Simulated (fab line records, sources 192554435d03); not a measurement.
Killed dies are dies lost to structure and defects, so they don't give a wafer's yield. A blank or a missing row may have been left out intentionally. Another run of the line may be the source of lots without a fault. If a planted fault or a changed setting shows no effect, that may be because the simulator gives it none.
The same fault as seen by 2 desks | flow n5_finfet | each desk has only its own numbers; what lay behind them comes last

## FROM THE METROLOGY DESK
Lot by lot, what the gauges showed, no matter which tool ran the lot: averages of those sampled wafers that carry a number. A lot is out of limits, marked OUT, if its mean lies more than 4 standard deviations from the usual mean; the brackets give that distance.
Columns: A = cd_nm at N5_PASSIVATION_CD_MEAS_10, usual 3000.0 nm
lot  | first seen here | A
L363 | day 12 06:30    | 2998.1
L364 | day 12 15:32    | 3002.8
L368 | day 13 14:18    | 2998.9
L367 | day 13 17:31    | 2998.7
L371 | day 13 21:51    | 3003.9
L365 | day 14 01:32    | 2997.2
L370 | day 14 05:57    | 3001.0
L369 | day 14 06:19    | 2998.3
L374 | day 15 09:05    | 2998.4
L384 | day 18 04:38    | 3001.0
L385 | day 18 09:48    | 2999.8
This desk's verdict: no lot among the 11 shows anything out of limits.

## AT THE TOOL OWNER'S DESK: ald_metal-02
The tool's own readings at N5_BEOL_M2_ALD_84 (deposits TaN, pulse time 2 s, purge time 3 s, co reactant purge time 2 s): means of the sampled wafers that have a number, for each lot that ran on this tool. A lot is out of limits, marked OUT, if its mean lies more than 4 standard deviations from the usual mean; the brackets give that distance.
Columns: A = heater_power_w at N5_BEOL_M2_ALD_84, usual 400 W; B = precursor_vessel_carrier_sccm at N5_BEOL_M2_ALD_84, usual 1000.1 sccm; C = precursor_vessel_temp_c at N5_BEOL_M2_ALD_84, usual 75.01 C
lot  | first seen here | A   | B      | C
L365 | day 8 06:50     | 407 | 1002.5 | 74.95
L370 | day 8 17:44     | 409 | 1002.4 | 75.04
L371 | day 8 21:07     | 406 | 997.5  | 75.05
L374 | day 10 01:28    | 407 | 1000.5 | 75.05
This desk's verdict: no lot among the 4 shows anything out of limits.

## PUT TOGETHER
At the metrology desk, nothing out of limits was observed.
The desk of the tool owner found nothing out of limits.

## WHAT HAD BEEN PUT IN BY THE SIMULATOR
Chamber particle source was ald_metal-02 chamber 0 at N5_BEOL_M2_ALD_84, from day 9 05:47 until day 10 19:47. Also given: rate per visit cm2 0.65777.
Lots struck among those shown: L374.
